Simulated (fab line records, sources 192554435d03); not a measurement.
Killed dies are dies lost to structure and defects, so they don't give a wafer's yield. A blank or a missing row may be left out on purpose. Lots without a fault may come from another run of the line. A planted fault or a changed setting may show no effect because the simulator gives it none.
fab line records | flow n5_finfet
record lots=10 wafers=25 last_day=17
route steps=1938 shown MOL_CONTACT_COAG@605 BEOL_M4@1111
lots that met no fault: from a run of the same line without faults
start_h: hours from the record's first day to the start of the lot's first wafer shown | wait_h: hours since the lot's step before | " the same as in the row above | L1.1+2: a row that stands for several wafers | - no value, or no start given | * or withheld: withheld | < > ~ a bound
route shown NAME@n: a module of which the file shows steps, and the number in the route of the first | usual: mean/standard deviation of fault-free wafers | same: alike in all rows | chamber/n: place in a boat | sites: the reading at each site | _std_site: their standard deviation | _edge_site: outer sites' mean less inner sites' | radius_mm: how far each site lies from the wafer's centre | mask NAME#n: copy n | behind: the tool/chamber that last shaped the wafer | hold: why the lot was held/for how many hours/how that ended | device: the transistor (n, p or np) that didn't switch | end of line: the same wafers' tests at the end of the route | a step without rows: its recipe alone | killed: dies lost to structure and defects at the first sort, not the wafer's yield | map: a wafer's dies, x killed, . not, _ none there
set.NAME: the setting as run; set.NAME@STEP: as run at that earlier step | model.NAME: the simulator's own value behind a step, which no gauge read
steps of the route over a sample of lots; a table a step, a row a wafer
services: from which hour (start_h, from the record's first day; less than 0 if before it) a tool's chamber was out of use, for how many hours, and why
## steps
# step N5_MOL_CONTACT_COAG_DESCUM_45
# recipe chemistry=O2 time_s=7 source_power_w=50 bias_power_w=20 pressure_mtorr=20 rf_frequency_hz=2.712e+07 temp_c=40 resist=CAR-EUV o2_flow_sccm=225
# usual bias_power_w=20.00/0.059 drypump_motor_current_A=5.7/0.42 oes_product_au=0.86/0.075 rf_vpp_V=243.9/1.2 showerhead_plenum_p_Torr=2.14/0.071 throttle_valve_pct=20.35/0.24
# columns lot.wafer tool chamber start_h wait_h bias_power_w drypump_motor_current_A oes_product_au rf_hours_counter_h rf_vpp_V showerhead_plenum_p_Torr throttle_valve_pct
L456.1 rie_diel-06 1 99.68 0.0 20.02 6.1 0.81 75 241.3 2.05 20.45
L456.2 " 2 " " 19.98 5.1 0.96 3 243.3 2.14 19.90
L457.2 rie_diel-06 2 110.57 0.3 20.08 5.1 0.94 8 242.9 2.14 19.91
L457.3 " 0 " " 20.03 6.1 0.89 28 243.4 2.24 20.09
L457.6 " 1 " " 20.03 6.1 0.81 - 241.9 2.05 20.48
L458.1 rie_diel-03 0 112.35 0.0 20.05 6.1 0.85 73 242.7 2.10 20.60
L458.3 " 3 " " 20.02 5.6 0.88 30 244.1 2.14 20.29
L461.1 rie_diel-03 1 130.88 0.0 20.08 5.7 0.96 3 245.4 2.26 20.37
L461.5 " 2 " " 19.97 5.5 0.91 - 245.4 2.22 20.52
L461.6 " 3 " " 19.96 5.6 0.86 - 243.9 2.14 20.30
L464.1 rie_diel-03 1 145.07 0.1 19.99 5.6 0.94 8 245.3 2.26 20.39
L464.3 " 0 " " 19.92 6.1 0.83 86 244.3 2.10 20.63
L467.3 rie_diel-03 1 165.19 0.0 20.07 5.6 0.92 15 244.9 2.26 20.38
L467.6 " 1 " " 20.06 5.7 0.94 - 245.7 2.26 20.38
L468.2 rie_diel-03 2 172.22 0.0 19.92 5.5 0.90 35 244.4 2.22 20.56
L468.4 " 3 " " 20.10 5.7 0.85 53 243.8 2.14 20.34
L468.6 " 1 " " 19.93 5.6 0.91 - 243.5 2.26 20.40
L469.1 rie_diel-03 1 179.42 0.0 19.92 5.6 0.92 19 245.9 2.25 20.41
L469.3 " 2 " " 20.05 5.5 0.89 37 245.6 2.22 20.59
L469.6 " 3 " " 20.07 5.7 0.84 - 242.7 2.13 20.32
L477.4 rie_diel-02 0 227.17 0.1 20.03 6.4 0.90 - 241.5 2.03 20.61
L477.6 " 3 " " 20.09 4.9 0.80 - 242.6 2.12 20.17
L479.1 rie_diel-06 3 239.52 0.0 20.01 5.8 0.83 94 245.6 2.18 20.08
L479.3 " 1 " " 20.05 6.1 0.77 125 241.9 2.03 20.55
L479.4 " 0 " " 19.95 6.1 0.81 77 244.1 2.22 20.16
# step N5_MOL_CONTACT_COAG_ETCH_124
# recipe chemistry=CH3F/O2 target=SiNx target_depth_a=65 mask_material=SOC stop_on=SiOC over_etch_frac=0.3 ion_energy_ev=120 pressure_mtorr=30 source_w=395 bias_w=73 Ar_flow_sccm=150 CH3F_flow_sccm=30 O2_flow_sccm=20 ends=end_point
# usual drypump_motor_current_A=5.7/0.44 oes_ar_750_au=0.84/0.07 oes_o_777_au=0.84/0.072 oes_product_au=0.71/0.06 rf_vpp_V=298/6.9 showerhead_plenum_p_Torr=2.03/0.059 throttle_valve_pct=16.22/0.27
# columns lot.wafer tool chamber start_h wait_h drypump_motor_current_A oes_ar_750_au oes_o_777_au oes_product_au rf_hours_counter_h rf_vpp_V showerhead_plenum_p_Torr throttle_valve_pct
L456.1 rie_diel-03 0 100.23 0.0 6.2 0.85 0.82 0.73 68 293 2.03 16.57
L456.2 " 2 " " 5.5 0.97 0.98 0.81 9 291 2.12 16.33
L457.2 rie_diel-06 1 111.15 0.0 6.1 0.82 0.84 0.69 80 297 1.94 16.23
L457.3 " 2 " " 5.1 0.91 0.94 0.78 8 297 2.05 15.82
L457.6 " 0 " " 6.1 0.86 0.87 0.75 - 303 2.12 15.78
L458.1 rie_diel-06 1 113.35 0.0 6.1 0.82 0.83 0.70 81 297 1.94 16.24
L458.3 " 2 " " 5.1 0.93 0.93 0.78 9 298 2.05 15.83
L461.1 rie_diel-06 2 131.40 0.0 5.1 0.90 0.91 0.76 16 296 2.04 15.83
L461.5 " 2 " " 5.1 0.90 0.91 0.77 - 297 2.04 15.85
L461.6 " 0 " " 6.1 0.85 0.84 0.75 - 305 2.12 15.81
L464.1 rie_diel-03 3 145.65 0.0 5.7 0.85 0.84 0.73 42 311 2.04 16.07
L464.3 " 0 " " 6.2 0.83 0.81 0.71 86 292 2.03 16.62
L467.3 rie_diel-02 0 165.69 0.0 6.4 0.93 0.92 0.80 20 294 1.97 16.47
L467.6 " 3 " " 4.9 0.82 0.83 0.70 - 293 2.03 15.99
L468.2 rie_diel-03 1 172.72 0.0 5.7 0.92 0.96 0.78 17 291 2.11 16.04
L468.4 " 2 " " 5.5 0.90 0.92 0.76 35 290 2.11 16.37
L468.6 " 0 " " 6.2 0.82 0.80 0.71 - 293 2.03 16.62
L469.1 rie_diel-06 1 180.91 0.0 6.1 0.79 0.81 0.66 105 298 1.93 16.27
L469.3 " 2 " " 5.1 0.87 0.87 0.73 34 297 2.04 15.87
L469.6 " 0 " " 6.1 0.82 0.82 0.72 - 304 2.11 15.84
L477.4 rie_diel-03 1 228.13 0.0 5.7 0.89 0.92 0.76 31 289 2.11 16.09
L477.6 " 3 " " 5.6 0.81 0.81 0.70 - 312 2.03 16.12
L479.1 rie_diel-03 2 240.02 0.0 5.5 0.87 0.89 0.73 57 290 2.11 16.43
L479.3 " 3 " " 5.6 0.80 0.80 0.70 74 313 2.03 16.12
L479.4 " 0 " " 6.1 0.79 0.78 0.68 118 293 2.02 16.67
# step N5_MOL_CONTACT_COAG_CVD_140
# recipe material=W target_thk_a=665 mode=selective_fill temp_c=300 time_s=215
# usual heater_power_w=494/61 run_length_s=286.0/0.31
# columns lot.wafer tool chamber start_h wait_h heater_power_w run_length_s since_wet_clean_h
L456.1 cvd_w-02 1 100.69 0.1 467 286.1 269
L456.2 " 0 " " 491 285.8 269
L457.2 cvd_w-01 1 111.61 0.1 439 286.7 794
L457.3 " 1 " " 430 286.1 -
L457.6 " 1 " " 434 286.0 -
L458.1 cvd_w-02 0 113.81 0.1 480 285.7 282
L458.3 " 0 " " 482 285.9 -
L461.1 cvd_w-01 1 131.85 0.1 431 285.7 814
L461.5 " 0 " " 575 285.9 -
L461.6 " 1 " " 427 285.8 -
L464.1 cvd_w-01 0 146.11 0.1 582 285.6 828
L464.3 " 0 " " 594 285.7 -
L467.3 cvd_w-01 1 166.22 0.1 430 438.8 -
L467.6 " 1 " " 424 438.7 -
L468.2 cvd_w-01 1 173.19 0.1 426 285.7 855
L468.4 " 1 " " 428 285.9 -
L468.6 " 1 " " 435 438.5 -
L469.1 cvd_w-01 0 181.37 0.1 571 285.6 863
L469.3 " 0 " " 574 438.5 -
L469.6 " 0 " " 586 438.3 -
L477.4 cvd_w-02 1 228.66 0.1 475 286.0 -
L477.6 " 1 " " 466 286.5 -
L479.1 cvd_w-01 1 240.47 0.1 442 285.9 923
L479.3 " 1 " " 442 286.0 -
L479.4 " 0 " " 587 286.2 -
# step N5_MOL_CONTACT_COAG_INSPECT_97
# recipe inspect_instrument=darkfield mode=post_anneal
# usual raw_defect_count=39/15
# columns lot.wafer tool chamber start_h wait_h raw_defect_count
L456.1 defect_inspect-01 - 106.46 0.0 41
L456.2 " - " " 36
L457.2 defect_inspect-01 - 115.32 0.1 50
L457.3 " - " " 48
L457.6 " - " " 48
L458.1 defect_inspect-01 - 118.28 0.0 41
L458.3 " - " " 28
L461.1 defect_inspect-01 - 135.52 0.0 34
L461.5 " - " " 30
L461.6 " - " " 45
L464.1 defect_inspect-01 - 149.88 0.0 26
L464.3 " - " " 20
L467.3 defect_inspect-01 - 170.32 0.1 42
L467.6 " - " " 42
L468.2 defect_inspect-01 - 176.88 0.0 40
L468.4 " - " " 39
L468.6 " - " " 28
L469.1 defect_inspect-02 - 185.04 0.0 54
L469.3 " - " " 74
L469.6 " - " " 42
L477.4 defect_inspect-02 - 232.33 0.1 59
L477.6 " - " " 19
L479.1 defect_inspect-02 - 244.14 0.0 46
L479.3 " - " " 45
L479.4 " - " " 57
# step N5_BEOL_M4_RC_MEAS_101
# usual DIBL_N=36.3/1.6 DIBL_P=36.2/2 IOFF_N=0.160/0.028 IOFF_P=0.21/0.036 ION_N=677/11 ION_P=465/6.9 SS_N=71.5/0.55 SS_P=73.3/0.64 VT_N=250/3 VT_P=-250/3.5
# columns lot.wafer tool chamber start_h wait_h DIBL_N[mV/V] DIBL_P[mV/V] IOFF_N[nA/um] IOFF_P[nA/um] ION_N[uA/um] ION_P[uA/um] SS_N[mV/dec] SS_P[mV/dec] VT_N[mV] VT_P[mV]
L456.1 prober-01 0 164.88 0.0 40.7 40.5 0.246 0.30 688 472 71.9 73.7 243 -246
L456.2 " 0 " " 39.1 38.7 0.186 0.25 671 466 72.2 74.2 247 -248
L457.2 prober-02 0 168.04 0.2 35.3 35.1 0.145 0.20 682 464 70.8 72.4 250 -248
L457.3 " 0 " " 36.1 35.6 0.159 0.21 679 471 70.7 72.5 248 -247
L457.6 " 0 " " 36.5 36.0 0.167 0.22 675 462 70.7 72.9 249 -251
L458.1 prober-01 0 172.22 0.0 32.7 32.0 0.112 0.15 668 454 70.4 72.0 253 -257
L458.3 " 0 " " 35.3 35.6 0.149 0.19 671 462 71.5 72.9 249 -253
L461.1 prober-02 0 202.72 0.0 37.8 37.0 0.155 0.22 679 473 71.5 73.6 251 -249
L461.5 " 0 " " 38.3 36.7 0.152 0.22 662 469 71.8 73.4 253 -248
L461.6 " 0 " " 40.5 40.7 0.222 0.30 699 477 72.4 74.5 246 -244
L464.1 prober-01 0 222.86 0.0 34.8 33.0 0.131 0.20 651 456 71.4 72.0 253 -250
L464.3 " 0 " " 36.5 35.5 0.164 0.24 671 465 71.7 73.1 249 -245
L467.3 prober-01 0 235.44 0.3 38.4 39.4 0.207 0.26 691 466 71.6 74.6 246 -249
L467.6 " 0 " " 36.8 37.8 0.172 0.22 670 456 71.4 74.6 249 -252
L468.2 prober-02 0 240.42 0.2 37.0 34.4 0.143 0.18 663 460 71.6 73.0 253 -253
L468.4 " 0 " " 35.0 33.2 0.127 0.17 668 463 70.7 72.5 253 -256
L468.6 " 0 " " 35.2 32.7 0.130 0.16 673 459 71.0 72.9 254 -257
L469.1 prober-01 0 242.18 0.0 37.0 36.9 0.165 0.19 680 460 72.2 73.3 249 -254
L469.3 " 0 " " 36.2 37.5 0.169 0.20 685 469 71.6 73.2 251 -252
L469.6 " 0 " " 37.1 37.5 0.171 0.20 691 471 72.1 74.1 249 -256
L477.4 prober-02 0 300.57 0.5 34.3 34.8 0.135 0.20 665 463 71.1 73.0 251 -249
L477.6 " 0 " " 34.5 34.4 0.128 0.18 665 462 70.9 73.1 253 -252
L479.1 prober-02 0 309.49 0.0 36.5 36.4 0.155 0.19 671 453 72.0 73.5 250 -254
L479.3 " 0 " " 35.6 35.2 0.144 0.16 678 456 71.4 73.4 251 -257
L479.4 " 0 " " 36.0 35.8 0.139 0.17 670 452 71.6 73.5 249 -253
## services
# columns tool chamber start_h hours kind
rie_diel-02 0 77.36 - clean
rie_diel-02 0 77.36 - consumable_replace:focus_ring
rie_diel-02 0 77.36 29.5 scheduled_down
rie_diel-02 - 84.41 2.8 pm
rie_diel-06 1 86.68 6.4 repair
rie_diel-06 3 86.70 63.1 repair
rie_diel-06 2 88.79 6.8 repair
rie_diel-06 - 92.52 4.2 repair
cvd_w-02 1 95.34 - calibration
rie_diel-03 1 96.15 - clean
rie_diel-03 1 96.15 - consumable_replace:focus_ring
rie_diel-03 1 96.15 - consumable_replace:showerhead
rie_diel-03 1 96.15 24.7 scheduled_down
rie_diel-03 1 96.15 24.7 vent_cycle
cvd_w-02 - 166.20 0.3 repair
rie_diel-02 2 177.14 9.3 repair
rie_diel-02 1 178.63 14.1 repair
cvd_w-02 0 181.52 14.9 repair
rie_diel-03 1 186.86 6.5 repair
rie_diel-03 1 202.38 5.7 repair
cvd_w-01 - 205.02 3.0 repair
rie_diel-03 - 207.12 0.4 repair
rie_diel-02 2 220.79 6.6 repair
rie_diel-02 3 222.10 1.4 repair
## key
first_sign step=N5_MOL_CONTACT_COAG_CVD_140 reading=run_length_s direction=up sigmas=99+ usual=* struck=*
effect none on later readings
met_at N5_MOL_CONTACT_COAG_CVD_140
struck_lots L467,L468,L469
struck_wafers L467.3,L467.6,L468.6,L469.3,L469.6
not_acting_at N5_MOL_CONTACT_COAG_DESCUM_45,N5_MOL_CONTACT_COAG_ETCH_124,N5_MOL_CONTACT_COAG_INSPECT_97
onset_between 146.11 166.22
fault kind=process_parameter_drift tool=cvd_w-01 chamber=- onset_h=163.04 steps=N5_MOL_CONTACT_COAG_CVD_140 channel=time_s offset=* shape=step end_h=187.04 scope=struck_wafers_only acts_in=* stated=*
